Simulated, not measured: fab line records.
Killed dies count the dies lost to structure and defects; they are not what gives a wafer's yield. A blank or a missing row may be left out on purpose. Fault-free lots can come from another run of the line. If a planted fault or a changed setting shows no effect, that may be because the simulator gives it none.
Chamber matching || flow n5_finfet || pecvd-02 running N5_BEOL_M7_ILD_DEP_00: 3 sister chambers
The step deposits SiCOH lowk from DEMS/porogen, target thk 179.75 nm, time 33.4 s. 18 wafers are shown with their chamber, then 9 later ones without.

== WAFERS PAIRED WITH THEIR CHAMBERS ==
{"wafer": "L076.4", "chamber": 0, "heater_power_w (W)": 306, "throttle_valve_pct (%)": 13.7, "showerhead_plenum_p_Torr (Torr)": 5.757}
{"wafer": "L076.5", "chamber": 1, "heater_power_w (W)": 411, "throttle_valve_pct (%)": 14.0, "showerhead_plenum_p_Torr (Torr)": 5.737}
{"wafer": "L076.6", "chamber": 2, "heater_power_w (W)": 315, "throttle_valve_pct (%)": 13.7, "showerhead_plenum_p_Torr (Torr)": 5.764}
{"wafer": "L080.3", "chamber": 2, "heater_power_w (W)": 328, "throttle_valve_pct (%)": 13.8, "showerhead_plenum_p_Torr (Torr)": 5.766}
{"wafer": "L080.4", "chamber": 0, "heater_power_w (W)": 312, "throttle_valve_pct (%)": 13.3, "showerhead_plenum_p_Torr (Torr)": 5.734}
{"wafer": "L080.5", "chamber": 2, "heater_power_w (W)": 333, "throttle_valve_pct (%)": 13.9, "showerhead_plenum_p_Torr (Torr)": 5.764}
{"wafer": "L084.1", "chamber": 1, "heater_power_w (W)": 357, "throttle_valve_pct (%)": 14.0, "showerhead_plenum_p_Torr (Torr)": 5.754}
{"wafer": "L084.4", "chamber": 1, "heater_power_w (W)": 384, "throttle_valve_pct (%)": 13.6, "showerhead_plenum_p_Torr (Torr)": 5.746}
{"wafer": "L084.6", "chamber": 2, "heater_power_w (W)": 286, "throttle_valve_pct (%)": 13.8, "showerhead_plenum_p_Torr (Torr)": 5.769}
{"wafer": "L087.1", "chamber": 0, "heater_power_w (W)": 276, "throttle_valve_pct (%)": 13.3, "showerhead_plenum_p_Torr (Torr)": 5.767}
{"wafer": "L087.2", "chamber": 2, "heater_power_w (W)": 297, "throttle_valve_pct (%)": 13.7, "showerhead_plenum_p_Torr (Torr)": 5.774}
{"wafer": "L087.4", "chamber": 0, "heater_power_w (W)": 275, "throttle_valve_pct (%)": 13.4, "showerhead_plenum_p_Torr (Torr)": 5.758}
{"wafer": "L091.2", "chamber": 1, "heater_power_w (W)": 412, "throttle_valve_pct (%)": 13.8, "showerhead_plenum_p_Torr (Torr)": 5.761}
{"wafer": "L091.3", "chamber": 2, "heater_power_w (W)": 337, "throttle_valve_pct (%)": 13.9, "showerhead_plenum_p_Torr (Torr)": 5.759}
{"wafer": "L091.4", "chamber": 0, "heater_power_w (W)": 313, "throttle_valve_pct (%)": 13.6, "showerhead_plenum_p_Torr (Torr)": 5.753}
{"wafer": "L089.2", "chamber": 2, "heater_power_w (W)": 339, "throttle_valve_pct (%)": 13.7, "showerhead_plenum_p_Torr (Torr)": 5.767}
{"wafer": "L089.3", "chamber": 1, "heater_power_w (W)": 403, "throttle_valve_pct (%)": 13.9, "showerhead_plenum_p_Torr (Torr)": 5.750}
{"wafer": "L089.6", "chamber": 0, "heater_power_w (W)": 305, "throttle_valve_pct (%)": 13.3, "showerhead_plenum_p_Torr (Torr)": 5.755}

SIGNATURES (averages over the wafers above)
{"reading": "heater_power_w", "chamber 0": 297.83, "chamber 1": 393.40, "chamber 2": 319.29, "scatter within a chamber": 20.5}
{"reading": "throttle_valve_pct", "chamber 0": 13.433, "chamber 1": 13.860, "chamber 2": 13.786, "scatter within a chamber": 0.145}
{"reading": "showerhead_plenum_p_Torr", "chamber 0": 5.75400, "chamber 1": 5.74960, "chamber 2": 5.76614, "scatter within a chamber": 0.00836}
Rule: for each reading, subtract the chamber's mean from the wafer's reading, divide by that reading's scatter and square the result; add these up over the readings and take the root, which gives the wafer's distance from the chamber. If the next closest chamber is less than 2 further off than the closest, the wafer can't be placed; otherwise it belongs to the closest. The scatter: the root of (the sum of the squares of (reading less its chamber's mean) over the shown wafers, divided by (wafers less chambers)).

== WAFERS MISSING THEIR CHAMBER ==
{"wafer": "L093.1", "heater_power_w (W)": 410, "throttle_valve_pct (%)": 13.9, "showerhead_plenum_p_Torr (Torr)": 5.759}
{"wafer": "L093.5", "heater_power_w (W)": 335, "throttle_valve_pct (%)": 13.8, "showerhead_plenum_p_Torr (Torr)": 5.766}
{"wafer": "L093.6", "heater_power_w (W)": 310, "throttle_valve_pct (%)": 13.2, "showerhead_plenum_p_Torr (Torr)": 5.747}
{"wafer": "L094.2", "heater_power_w (W)": 328, "throttle_valve_pct (%)": 13.8, "showerhead_plenum_p_Torr (Torr)": 5.777}
{"wafer": "L094.3", "heater_power_w (W)": 323, "throttle_valve_pct (%)": 13.3, "showerhead_plenum_p_Torr (Torr)": 5.760}
{"wafer": "L094.5", "heater_power_w (W)": 347, "throttle_valve_pct (%)": 14.0, "showerhead_plenum_p_Torr (Torr)": 5.767}
{"wafer": "L097.1", "heater_power_w (W)": 410, "throttle_valve_pct (%)": 13.9, "showerhead_plenum_p_Torr (Torr)": 5.736}
{"wafer": "L097.4", "heater_power_w (W)": 406, "throttle_valve_pct (%)": 13.8, "showerhead_plenum_p_Torr (Torr)": 5.754}
{"wafer": "L097.5", "heater_power_w (W)": 346, "throttle_valve_pct (%)": 13.9, "showerhead_plenum_p_Torr (Torr)": 5.768}

== CHAMBER TAKEN BY EACH ==
{"wafer": "L093.1", "from the rows above": 1, "in truth": 1}
{"wafer": "L093.5", "from the rows above": 2, "in truth": 2}
{"wafer": "L093.6", "from the rows above": 0, "in truth": 0}
{"wafer": "L094.2", "from the rows above": 2, "in truth": 2}
{"wafer": "L094.3", "from the rows above": "can't be placed: 0 or 2", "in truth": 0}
{"wafer": "L094.5", "from the rows above": "can't be placed: 2 or 1", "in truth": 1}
{"wafer": "L097.1", "from the rows above": 1, "in truth": 1}
{"wafer": "L097.4", "from the rows above": 1, "in truth": 1}
{"wafer": "L097.5", "from the rows above": "can't be placed: 2 or 1", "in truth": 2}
Correctly placed: 6 of 9. Not placeable from these rows: 3 (in 3, the candidates include the true chamber). Placed wrongly: 0.
